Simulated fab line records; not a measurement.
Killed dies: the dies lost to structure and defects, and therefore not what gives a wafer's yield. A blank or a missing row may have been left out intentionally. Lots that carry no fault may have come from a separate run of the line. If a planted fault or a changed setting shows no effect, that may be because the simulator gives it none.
Chamber matching	flow n5Finfet	N5_BEOL_M5_ETCH_62 on rieDiel-03 has 4 sister chambers
The step etches SOC in N2/H2, target depth 75 nm, overetch 15 nm, time 112.5 s. 16 wafers are shown with their chamber, then 8 later ones without.

## EACH WAFER AND ITS CHAMBER
wafer	chamber	drypumpMotorCurrentA (A)	oesProductAu (a.u.)	showerheadPlenumPTorr (Torr)
L079.1	2	4.8	0.75	2.60
L079.2	0	5.5	0.63	2.57
L079.3	3	5.3	0.56	2.52
L082.2	3	5.4	0.55	2.51
L082.5	1	5.4	0.63	2.55
L082.6	2	4.8	0.74	2.60
L088.1	0	5.6	0.62	2.56
L088.3	1	5.4	0.62	2.55
L088.4	1	5.4	0.62	2.55
L089.1	3	5.4	0.55	2.51
L089.3	0	5.5	0.62	2.56
L089.6	2	4.8	0.72	2.60
L092.1	0	5.5	0.61	2.55
L092.2	2	4.8	0.70	2.59
L092.3	1	5.4	0.62	2.54
L093.1	1	5.5	0.61	2.54

SIGNATURES (averages over the wafers above)
reading	chamber 0	chamber 1	chamber 2	chamber 3	scatter within a chamber
drypumpMotorCurrentA	5.525	5.420	4.800	5.367	0.043
oesProductAu	0.6200	0.6200	0.7275	0.5533	0.0127
showerheadPlenumPTorr	2.5600	2.5460	2.5975	2.5133	0.0062
Rule: for each reading, subtract the chamber's mean from the wafer's reading, divide by that reading's scatter and square the result; add these up over the readings and take the root, which gives the wafer's distance from the chamber. If the next closest chamber is less than 2 further off than the closest, the wafer can't be placed; otherwise it belongs to the closest. The scatter: take each reading less its chamber's mean, square it, sum over the shown wafers, divide by the number of wafers less the number of chambers, and take the root.

## WAFERS WITH NO CHAMBER GIVEN
wafer	drypumpMotorCurrentA (A)	oesProductAu (a.u.)	showerheadPlenumPTorr (Torr)
L093.2	5.6	0.60	2.55
L093.4	4.9	0.69	2.59
L094.2	5.5	0.62	2.55
L094.4	5.4	0.62	2.54
L094.6	5.5	0.62	2.55
L095.1	4.8	0.68	2.59
L095.4	5.5	0.61	2.54
L095.6	5.3	0.54	2.50

## WHICH CHAMBER EACH WENT THROUGH
wafer	from the rows above	in truth
L093.2	can't be placed: 0 or 1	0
L093.4	2	2
L094.2	can't be placed: 0 or 1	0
L094.4	1	1
L094.6	can't be placed: 0 or 1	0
L095.1	2	2
L095.4	can't be placed: 1 or 0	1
L095.6	3	3
Correct placement for 4 of the 8. These rows do not allow placing 4 (true chamber among the candidates in 4). Number placed wrongly: 0.
